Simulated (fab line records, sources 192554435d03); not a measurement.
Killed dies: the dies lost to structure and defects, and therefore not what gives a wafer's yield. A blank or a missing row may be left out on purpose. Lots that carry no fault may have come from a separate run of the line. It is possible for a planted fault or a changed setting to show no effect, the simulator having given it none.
fab line records	flow n5-finfet
[record] lots = 6	wafers = 18	last-day = 18
route steps=1938 shown BEOL_M1@833 BEOL_M2@841 BEOL_M4@1111 PASSIVATION@1936
lots that met no fault: from a run of the same line without faults
start-h: start of the lot's first displayed wafer, in hours after the record's first day	wait-h: hours since the lot's step before	" repeats the value in the row above	L1.1+2: one row covering several wafers at once	- either no value or no given start	* or withheld: withheld	< > ~ a bound
route shown NAME@n: names a module that has steps shown in the file, with the first one's number in the route	usual: the fault-free wafers' mean and standard deviation	same: alike in all rows	chamber/n: place in a boat	sites: readings site by site	_std_site: standard deviation across them	_edge_site: outer sites' mean less inner sites'	radius-mm: how far each site lies from the wafer's centre	mask NAME#n: copy n	behind: the tool/chamber that last shaped the wafer	hold: why the lot was held/for how many hours/how that ended	device: whichever transistor did not switch (one of n, p or np)	end of line: tests of these same wafers at the route's end	a step with no rows: only its recipe	killed: dies lost to structure and defects at the first sort, not the wafer's yield	map: a wafer's dies, x killed, . not, _ none there
set.NAME: the setting as run; set.NAME@STEP: as run at that earlier step	model.NAME: the simulator's own value behind a step, which no gauge read
lots at some steps of the route; a table a step, a row a wafer
services: from which hour (start-h, from the record's first day; less than 0 if before it) a tool's chamber was out of use, for how many hours, and why
[[steps]]
[step N5_BEOL_M1_CMP_52]
[recipe] stop-on = SiOC	t-overpolish-s = 6.8	down-force-psi = 1	platen-rpm = 50	clearing-platen-down-force-psi = 1.5	clearing-platen-rpm = 50	post-cmp-clean = cu-alkaline	target-thk-nm = 40	clearing-platen-pad-velocity-m-s = 0.99484	pad-velocity-m-s = 0.99484
[step N5_BEOL_M1_THK_MEAS_53]
[recipe] thk-meas-gauge = xrf	reads = Cu_of_BEOL_M1_ECD_50
[usual] M1_THK = 39.9/1.9
lot.wafer	tool	chamber	start-h	wait-h	M1_THK[nm]
L717.1	film-metro-01	-	135.90	-	39.8
L717.2	"	-	"	"	39.8
L717.4	"	-	"	"	42.3
L723.4	film-metro-02	-	163.91	-	37.8
L723.5	"	-	"	"	42.9
L723.6	"	-	"	"	40.5
L728.1	film-metro-01	-	203.70	-	40.7
L728.2	"	-	"	"	38.1
L728.3	"	-	"	"	42.0
L729.1	film-metro-01	-	204.33	-	40.1
L729.3	"	-	"	"	39.2
L729.5	"	-	"	"	39.6
L737.4	film-metro-01	-	266.39	-	43.1
L737.5	"	-	"	"	40.8
L737.6	"	-	"	"	41.9
L739.1	film-metro-02	-	270.15	-	35.4
L739.4	"	-	"	"	37.3
L739.6	"	-	"	"	39.1
[step N5_BEOL_M1_PRE_CLEAN_60]
[recipe] gas = NH3/H2	time-s = 15	temp-c = *	rf-power-w = 300
[usual] heater-power-w = 93/15	susceptor-temp-C = *
lot.wafer	tool	chamber	start-h	wait-h	heater-power-w	since-wet-clean-h	susceptor-temp-C
L717.1	cvd-co-02	0	135.93	0.0	100	896	*
L717.2	"	2	"	"	101	437	*
L717.4	"	2	"	"	101	-	*
L723.4	cvd-co-02	0	163.97	0.1	99	-	*
L723.5	"	1	"	"	91	-	*
L723.6	"	2	"	"	104	-	*
L728.1	cvd-co-01	2	203.74	0.0	115	286	*
L728.2	"	0	"	"	68	745	*
L728.3	"	1	"	"	74	1182	*
L729.1	cvd-co-01	0	204.37	0.0	69	746	*
L729.3	"	1	"	"	76	1183	*
L729.5	"	0	"	"	67	-	*
L737.4	cvd-co-01	2	266.44	0.1	111	-	*
L737.5	"	0	"	"	70	-	*
L737.6	"	1	"	"	73	-	*
L739.1	cvd-co-02	1	270.19	0.0	91	134	*
L739.4	"	1	"	"	92	-	*
L739.6	"	0	"	"	104	-	*
[step N5_BEOL_M1_CO_CAP_55]
[recipe] material = Co	target-thk-a = 20	temp-c = 200	precursor = CCTBA/H2	pressure-torr = 30	time-s = 102.1
[usual] heater-power-w = 246/18	susceptor-temp-C = 200.01/0.16
lot.wafer	tool	chamber	start-h	wait-h	heater-power-w	since-wet-clean-h	susceptor-temp-C
L717.1	cvd-co-02	0	135.99	0.0	252	896	199.66
L717.2	"	2	"	"	260	437	200.22
L717.4	"	2	"	"	260	-	200.19
L723.4	cvd-co-02	0	164.02	0.0	259	-	199.94
L723.5	"	1	"	"	241	-	199.95
L723.6	"	2	"	"	262	-	200.12
L728.1	cvd-co-01	2	203.78	0.0	273	286	199.96
L728.2	"	0	"	"	220	745	199.95
L728.3	"	1	"	"	230	1182	199.86
L729.1	cvd-co-01	0	204.41	0.0	213	746	200.35
L729.3	"	1	"	"	224	1183	200.14
L729.5	"	0	"	"	209	-	199.83
L737.4	cvd-co-01	2	266.50	0.0	265	-	200.05
L737.5	"	0	"	"	217	-	200.11
L737.6	"	1	"	"	230	-	199.94
L739.1	cvd-co-02	1	270.23	0.0	242	134	199.95
L739.4	"	1	"	"	246	-	199.97
L739.6	"	0	"	"	250	-	200.13
[step N5_BEOL_M1_PRE_CLEAN_56]
[recipe] gas = NH3	time-s = 15	temp-c = withheld	rf-power-w = 300
[step N5_BEOL_M1_DEP_57]
[recipe] material = SiCN	target-thk-a = 80	temp-c = withheld	precursor = 3MS/NH3	pressure-torr = 3	rf-w = 202	time-s = 14
[usual] showerhead-plenum-p-Torr = 3.669/0.0084	throttle-valve-pct = 8.8/0.37
lot.wafer	tool	chamber	start-h	wait-h	showerhead-plenum-p-Torr	since-wet-clean-h	throttle-valve-pct
L717.1	pecvd-01	1	136.14	0.0	3.668	1746	9.6
L717.2	"	0	"	"	3.660	1021	8.5
L717.4	"	0	"	"	3.669	-	8.9
L723.4	pecvd-01	0	164.12	0.0	3.667	-	8.9
L723.5	"	1	"	"	3.679	-	9.3
L723.6	"	2	"	"	3.675	-	8.7
L728.1	pecvd-01	1	203.89	0.0	3.668	1814	9.4
L728.2	"	2	"	"	3.674	335	8.7
L728.3	"	0	"	"	3.650	1089	8.7
L729.1	pecvd-02	2	204.53	0.0	3.668	154	8.2
L729.3	"	0	"	"	3.674	337	8.7
L729.5	"	0	"	"	3.656	-	8.9
L737.4	pecvd-01	1	266.59	0.0	3.673	-	9.4
L737.5	"	0	"	"	3.662	-	8.5
L737.6	"	2	"	"	3.673	-	8.8
L739.1	pecvd-03	1	270.35	0.0	3.655	1518	8.8
L739.4	"	1	"	"	3.653	-	8.8
L739.6	"	0	"	"	3.678	-	9.2
[step N5_BEOL_M1_RS_MEAS_58]
[recipe] thk-meas-gauge = four-point-probe	reads = Co_of_BEOL_M1_CO_CAP_55+Cu_of_BEOL_M1_ECD_50+Co_of_BEOL_M1_CVD_47+TaN_of_BEOL_M1_ALD_84
[usual] M1_RS = 0.67/0.04
lot.wafer	tool	chamber	start-h	wait-h	M1_RS[ohm/sq]
L717.1	film-metro-02	-	136.21	0.0	0.67
L717.2	"	-	"	"	0.67
L717.4	"	-	"	"	0.62
L723.4	film-metro-01	-	164.17	0.0	0.71
L723.5	"	-	"	"	0.61
L723.6	"	-	"	"	0.66
L728.1	film-metro-02	-	203.96	0.0	0.64
L728.2	"	-	"	"	0.70
L728.3	"	-	"	"	0.62
L729.1	film-metro-01	-	204.59	0.0	0.66
L729.3	"	-	"	"	0.68
L729.5	"	-	"	"	0.67
L737.4	film-metro-02	-	266.65	0.0	0.60
L737.5	"	-	"	"	0.65
L737.6	"	-	"	"	0.63
L739.1	film-metro-01	-	270.41	0.0	0.77
L739.4	"	-	"	"	0.72
L739.6	"	-	"	"	0.68
[step N5_BEOL_M1_INSPECT_59]
[recipe] inspect-instrument = darkfield	mode = post-dep
[usual] raw-defect-count = 71/23
lot.wafer	tool	chamber	start-h	wait-h	raw-defect-count
L717.1	defect-inspect-02	-	136.24	0.0	61
L717.2	"	-	"	"	42
L717.4	"	-	"	"	73
L723.4	defect-inspect-02	-	164.20	0.0	25
L723.5	"	-	"	"	40
L723.6	"	-	"	"	31
L728.1	defect-inspect-02	-	203.99	0.0	96
L728.2	"	-	"	"	92
L728.3	"	-	"	"	67
L729.1	defect-inspect-02	-	204.75	0.2	36
L729.3	"	-	"	"	74
L729.5	"	-	"	"	49
L737.4	defect-inspect-01	-	266.67	0.0	61
L737.5	"	-	"	"	101
L737.6	"	-	"	"	58
L739.1	defect-inspect-02	-	270.44	0.0	76
L739.4	"	-	"	"	101
L739.6	"	-	"	"	117
[step N5_BEOL_M2_ILD_DEP_00]
[recipe] material = SiOC	target-thk-a = 790	temp-c = 350	precursor = DEMS/O2	pressure-torr = 5	rf-w = 500	time-s = 15.3
[usual] heater-power-w = 520/68	showerhead-plenum-p-Torr = 5.700/0.014	susceptor-temp-C = 350.03/0.22	throttle-valve-pct = 12.1/0.6
lot.wafer	tool	chamber	start-h	wait-h	heater-power-w	showerhead-plenum-p-Torr	since-wet-clean-h	susceptor-temp-C	throttle-valve-pct
L717.1	pecvd-04	2	136.27	0.0	511	5.699	449	350.20	12.0
L717.2	"	1	"	"	553	5.684	1928	350.35	12.6
L717.4	"	2	"	"	521	5.692	-	349.99	12.0
L723.4	pecvd-03	2	164.25	0.1	511	5.719	-	349.67	11.4
L723.5	"	0	"	"	496	5.715	-	350.20	12.2
L723.6	"	1	"	"	476	5.697	-	349.98	11.7
L728.1	pecvd-01	0	204.02	0.0	746	5.680	1089	350.42	11.3
L728.2	"	1	"	"	568	5.701	1814	349.83	12.6
L728.3	"	2	"	"	473	5.714	335	349.45	11.2
L729.1	pecvd-03	1	204.79	0.0	492	5.678	1452	349.98	12.0
L729.3	"	1	"	"	468	5.696	-	349.92	11.9
L729.5	"	1	"	"	481	5.675	-	349.96	11.9
L737.4	pecvd-04	0	266.72	0.1	524	5.716	-	349.81	13.1
L737.5	"	0	"	"	527	5.719	-	349.96	13.1
L737.6	"	1	"	"	612	5.693	-	349.84	12.6
L739.1	pecvd-01	1	270.48	0.0	560	5.692	1881	349.93	12.4
L739.4	"	1	"	"	576	5.703	-	350.01	12.3
L739.6	"	2	"	"	481	5.700	-	349.68	11.3
[step N5_BEOL_M2_THK_MEAS_01]
[recipe] reads = SiOC_of_BEOL_M2_ILD_DEP_00
[usual] M2_ILD_THK = 79.1/1.1
lot.wafer	tool	chamber	start-h	wait-h	M2_ILD_THK[nm]
L717.1	film-metro-01	-	136.34	0.0	79.2
L717.2	"	-	"	"	80.0
L717.4	"	-	"	"	80.7
L723.4	film-metro-01	-	164.30	0.0	80.6
L723.5	"	-	"	"	79.5
L723.6	"	-	"	"	79.1
L728.1	film-metro-01	-	204.09	0.0	78.6
L728.2	"	-	"	"	76.5
L728.3	"	-	"	"	77.9
L729.1	film-metro-01	-	204.87	0.1	77.3
L729.3	"	-	"	"	78.7
L729.5	"	-	"	"	78.3
L737.4	film-metro-02	-	266.79	0.1	80.7
L737.5	"	-	"	"	79.3
L737.6	"	-	"	"	80.6
L739.1	film-metro-01	-	270.54	0.0	76.9
L739.4	"	-	"	"	77.9
L739.6	"	-	"	"	79.2
[step N5_BEOL_M2_PECVD_72]
[recipe] material = SiO2	target-thk-a = 160	temp-c = 400	precursor = TEOS/O2	pressure-torr = 5.5	rf-w = 450	teos-flow-sccm = 53.8	gas = O2	flow-sccm = 3000	time-s = 18
[usual] heater-power-w = 773/120	showerhead-plenum-p-Torr = 8.81/0.047	susceptor-temp-C = 399.98/0.23	throttle-valve-pct = 22.4/1.1
lot.wafer	tool	chamber	start-h	wait-h	heater-power-w	showerhead-plenum-p-Torr	since-wet-clean-h	susceptor-temp-C	throttle-valve-pct
L717.1	pecvd-01	2	136.38	0.0	685	8.83	268	399.66	21.1
L717.2	"	1	"	"	748	8.82	1747	399.94	23.1
L717.4	"	2	"	"	681	8.82	-	399.89	21.0
L723.4	pecvd-04	0	164.36	0.1	680	8.86	-	399.68	24.5
L723.5	"	2	"	"	747	8.82	-	400.08	22.2
L723.6	"	1	"	"	955	8.73	-	400.39	23.1
L728.1	pecvd-01	1	204.13	0.0	814	8.83	1814	400.23	23.0
L728.2	"	2	"	"	705	8.81	335	399.83	20.8
L728.3	"	0	"	"	950	8.77	1089	399.97	21.4
L729.1	pecvd-04	0	204.91	0.0	704	8.84	1271	400.17	24.6
L729.3	"	1	"	"	942	8.74	1996	399.72	23.4
L729.5	"	2	"	"	750	8.83	-	400.11	22.5
L737.4	pecvd-03	1	266.85	0.1	723	8.77	-	400.09	21.9
L737.5	"	0	"	"	634	8.89	-	399.96	22.7
L737.6	"	2	"	"	752	8.84	-	399.78	20.2
L739.1	pecvd-04	0	270.58	0.0	802	8.87	1337	400.56	24.7
L739.4	"	1	"	"	865	8.74	-	399.61	23.7
L739.6	"	1	"	"	856	8.74	-	400.21	23.7
[step N5_BEOL_M2_HM_DEP_02]
[recipe] material = TiN	target-thk-a = 200	temp-c = 25	chamber-pressure-pa = 0.49996
[step N5_BEOL_M2_COAT_61]
[recipe] resist = SOC	temp-c = 250	time-s = 60	spin-rpm = 1500	resist-thk-nm = 60
[usual] heater-power-total-W = 500.6/1.8	plate-temp-C = 250.00/0.19
lot.wafer	tool	chamber	start-h	wait-h	heater-power-total-W	plate-temp-C
L717.1	litho-track-05	0	137.76	0.1	502.2	249.71
L717.2	"	0	"	"	498.2	249.93
L717.4	"	0	"	"	499.4	250.16
L723.4	litho-track-05	0	165.28	0.1	503.2	250.10
L723.5	"	0	"	"	502.3	250.12
L723.6	"	0	"	"	498.0	250.08
L728.1	litho-track-05	0	206.64	0.1	491.5	246.52
L728.2	"	0	"	"	491.3	246.46
L728.3	"	0	"	"	490.2	246.37
L729.1	litho-track-05	0	206.91	0.1	493.5	246.49
L729.3	"	0	"	"	490.7	246.66
L729.5	"	0	"	"	490.2	246.51
L737.4	litho-track-02	0	267.42	0.1	498.6	250.03
L737.5	"	0	"	"	501.2	250.15
L737.6	"	0	"	"	502.4	250.11
L739.1	litho-track-02	0	272.07	0.1	500.9	249.77
L739.4	"	0	"	"	500.9	249.80
L739.6	"	0	"	"	497.8	249.81
[step N5_BEOL_M2_COAT_62]
[recipe] resist = SiARC	temp-c = 220	time-s = 60	spin-rpm = 1500	resist-thk-nm = 12
[step N5_BEOL_M4_RC_MEAS_101]
[usual] DIBL_N = 36.4/2	DIBL_P = 36.1/2.5	IOFF_N = 0.16/0.037	IOFF_P = 0.20/0.038	ION_N = 670/13	ION_P = 459/8.3	SS_N = 71.6/0.69	SS_P = 73.3/0.72	VT_N = 250/3.4	VT_P = -251/3.1
lot.wafer	tool	chamber	start-h	wait-h	DIBL_N[mV/V]	DIBL_P[mV/V]	IOFF_N[nA/um]	IOFF_P[nA/um]	ION_N[uA/um]	ION_P[uA/um]	SS_N[mV/dec]	SS_P[mV/dec]	VT_N[mV]	VT_P[mV]
L717.1	prober-02	0	161.12	0.0	35.8	33.4	0.14	0.18	664	456	71.1	72.5	248	-250
L717.2	"	0	"	"	39.3	38.6	0.22	0.26	691	473	71.1	73.5	244	-246
L717.4	"	0	"	"	33.2	30.4	0.10	0.15	664	458	69.6	71.2	254	-255
L723.4	prober-01	0	203.89	0.8	34.7	35.1	0.16	0.21	682	466	71.2	73.4	246	-248
L723.5	"	0	"	"	33.2	32.1	0.12	0.16	649	448	71.2	72.6	255	-253
L723.6	"	0	"	"	35.5	36.3	0.17	0.21	677	460	71.4	73.4	249	-249
L728.1	prober-01	0	231.20	0.0	33.4	33.0	0.13	0.15	658	450	70.7	72.4	254	-255
L728.2	"	0	"	"	34.2	35.2	0.15	0.18	677	461	71.8	73.2	249	-253
L728.3	"	0	"	"	36.3	37.3	0.17	0.20	656	450	72.1	74.0	248	-252
L729.1	prober-01	0	235.89	0.0	36.6	35.4	0.16	0.21	668	460	71.5	73.7	249	-247
L729.3	"	0	"	"	35.3	33.5	0.14	0.18	668	462	70.6	73.3	249	-252
L729.5	"	0	"	"	35.0	33.5	0.14	0.18	676	457	71.9	72.9	249	-253
L737.4	prober-02	0	297.95	0.5	36.6	36.7	0.17	0.24	676	463	71.5	73.4	250	-249
L737.5	"	0	"	"	34.8	34.1	0.14	0.18	662	452	71.3	72.0	252	-249
L737.6	"	0	"	"	35.6	34.6	0.15	0.19	668	456	71.9	72.2	253	-253
L739.1	prober-01	0	304.35	0.0	38.8	39.0	0.23	0.22	697	464	71.5	74.2	244	-252
L739.4	"	0	"	"	35.6	36.4	0.16	0.18	677	462	71.3	73.5	248	-253
L739.6	"	0	"	"	37.6	38.2	0.19	0.21	671	456	71.8	74.1	248	-251
[step N5_PASSIVATION_PROBE_49]
[usual] defect-limited-yield = 91.2/1.6	killed_at_M0_to_M3 = 34/11	killed_at_M4_up = 13/5.2	killed-at-contacts = 13/6.3	killed-at-front-end = 40/14	killed-at-other = 3.2/2.4	killed-dies = 104/19	killed-open = 69/14	killed-short = 32/7.5	sort_bin_5_function = 5.3/1.1	sort_bin_6_memory = 3.2/0.73	sort_bin_8_speed = 0.01/0.038	sort-n-pass = 1076/19	sort-yield-pct = 91.2/1.6
[same] gross-dies = 1180	killed-at-back-side = 0	sort_bin_4_leakage[%] = 0
lot.wafer	tool	chamber	start-h	wait-h	defect-limited-yield[%]	killed_at_M0_to_M3	killed_at_M4_up	killed-at-contacts	killed-at-front-end	killed-at-other	killed-dies	killed-open	killed-short	sort_bin_5_function[%]	sort_bin_6_memory[%]	sort_bin_8_speed[%]	sort-n-pass	sort-yield-pct[%]
L723.4	prober-01	-	315.09	0.2	91.0	47	16	9	29	5	106	70	33	5.2	3.6	0	1074	91.0
L723.5	prober-01	-	315.14	0.2	90.6	57	15	10	27	2	111	71	34	4.2	4.5	0.08	1068	90.5
L723.6	prober-01	-	315.19	0.3	91.9	32	10	24	24	5	95	65	28	4.5	3.5	0	1085	91.9
L737.4	prober-02	-	400.61	0.2	90.9	46	12	6	40	3	107	68	37	5.4	3.0	0.08	1073	90.9
L737.5	prober-02	-	400.66	0.2	92.4	33	11	14	32	0	90	56	29	4.5	2.9	0	1090	92.4
L737.6	prober-02	-	400.71	0.3	89.7	45	8	21	48	0	122	77	43	5.1	4.6	0	1058	89.7
// killed by level:class
L723.4 BEOL_M0_SAQP:geometric-particle:open=12 BEOL_M0_SAQP:geometric-particle:short=10 BEOL_M3:geometric-particle:open=10 MOL_CONTACT_COAG:geometric-particle:open=8 BEOL_M2:geometric-particle:open=8 STI_FIN_REVEAL:geometric-particle:open=7 DUMMY_GATE:geometric-particle:open=5 STARTING-WAFER:geometric-particle:short=5
L723.5 BEOL_M2:geometric-particle:open=16 BEOL_M0_SAQP:geometric-particle:open=13 BEOL_M0_SAQP:geometric-particle:short=8 BEOL_M6:geometric-particle:open=7 STI_FIN_REVEAL:geometric-particle:open=6 MOL_CONTACT_COAG:geometric-particle:open=6 BEOL_M1:geometric-particle:open=5 BEOL_M2:geometric-particle:short=5
L723.6 MOL_CONTACT_COAG:geometric-particle:open=18 STI_FIN_REVEAL:geometric-particle:open=8 BEOL_M0_SAQP:geometric-particle:short=7 BEOL_M3:geometric-particle:open=7 STARTING-WAFER:geometric-particle:open=6 MOL_CONTACT_COAG:geometric-particle:short=6 BEOL_M0_SAQP:geometric-particle:open=6 BEOL_M1:geometric-particle:open=3
L737.4 BEOL_M2:geometric-particle:open=11 BEOL_M0_SAQP:geometric-particle:open=8 STI_FIN_REVEAL:geometric-particle:open=7 FIN_SAQP:geometric-particle:open=6 GATE_CUT:geometric-particle:short=6 BEOL_M3:geometric-particle:open=6 MOL_CONTACT_COAG:geometric-particle:open=5 BEOL_M0_SAQP:geometric-particle:short=5
L737.5 BEOL_M2:geometric-particle:open=12 STI_FIN_REVEAL:geometric-particle:open=9 MOL_CONTACT_COAG:geometric-particle:open=8 MOL_CONTACT_COAG:geometric-particle:short=6 BEOL_M1:geometric-particle:open=6 BEOL_M3:geometric-particle:open=4 FIN_SAQP:geometric-particle:short=3 SPACER0:geometric-particle:short=3
L737.6 MOL_CONTACT_COAG:geometric-particle:open=17 STI_FIN_REVEAL:geometric-particle:open=14 BEOL_M2:geometric-particle:open=9 BEOL_M3:geometric-particle:short=9 BEOL_M0_SAQP:geometric-particle:short=8 BEOL_M0_SAQP:geometric-particle:open=7 STI_FIN_REVEAL:geometric-particle:short=5 STARTING-WAFER:geometric-particle:open=5
[[services]]
tool	chamber	start-h	hours	kind
cvd-co-02	1	114.67	-	clean
cvd-co-02	1	114.67	22.0	scheduled-down
cvd-co-02	1	114.67	22.0	vent-cycle
cvd-co-01	-	115.75	1.1	repair
pecvd-01	1	126.99	2.1	scheduled-down
pecvd-01	-	127.62	5.5	pm
cvd-co-02	-	136.14	0.6	repair
cvd-co-01	-	142.51	6.0	pm
pecvd-03	0	147.79	2.1	scheduled-down
pecvd-03	2	149.92	5.5	scheduled-down
pecvd-03	2	158.56	2.1	scheduled-down
pecvd-03	-	161.84	1.6	repair
pecvd-03	2	202.38	-	clean
pecvd-03	2	202.38	-	consumable-replace:showerhead
cvd-co-01	-	225.40	8.7	repair
pecvd-01	-	238.21	2.8	pm
pecvd-02	-	240.84	1.9	repair
cvd-co-01	1	243.35	14.7	repair
pecvd-01	-	243.67	0.6	repair
cvd-co-01	2	245.00	16.6	repair
pecvd-04	2	249.13	-	clean
pecvd-04	2	249.13	29.5	scheduled-down
pecvd-04	2	249.13	29.5	vent-cycle
cvd-co-02	-	261.34	3.8	pm
[[key]]
[first-sign] step = N5_BEOL_M2_COAT_61	reading = plate-temp-C	direction = down	sigmas = 19	usual = *	struck = *
[effect] step = N5_BEOL_M2_COAT_61	reading = heater-power-total-W	direction = down	sigmas = 5.2	usual = *	struck = *
met-at N5_BEOL_M2_COAT_61
struck-wafers L728.1,L728.2,L728.3,L729.1,L729.3,L729.5
onset-between 165.28 206.64
[fault] kind = process-parameter-drift	tool = litho-track-05	chamber = -	onset-h = 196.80	steps = N5_BEOL_M2_COAT_61	channel = temp-c	offset = *	shape = step	end-h = 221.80	acts-in = *	stated = *
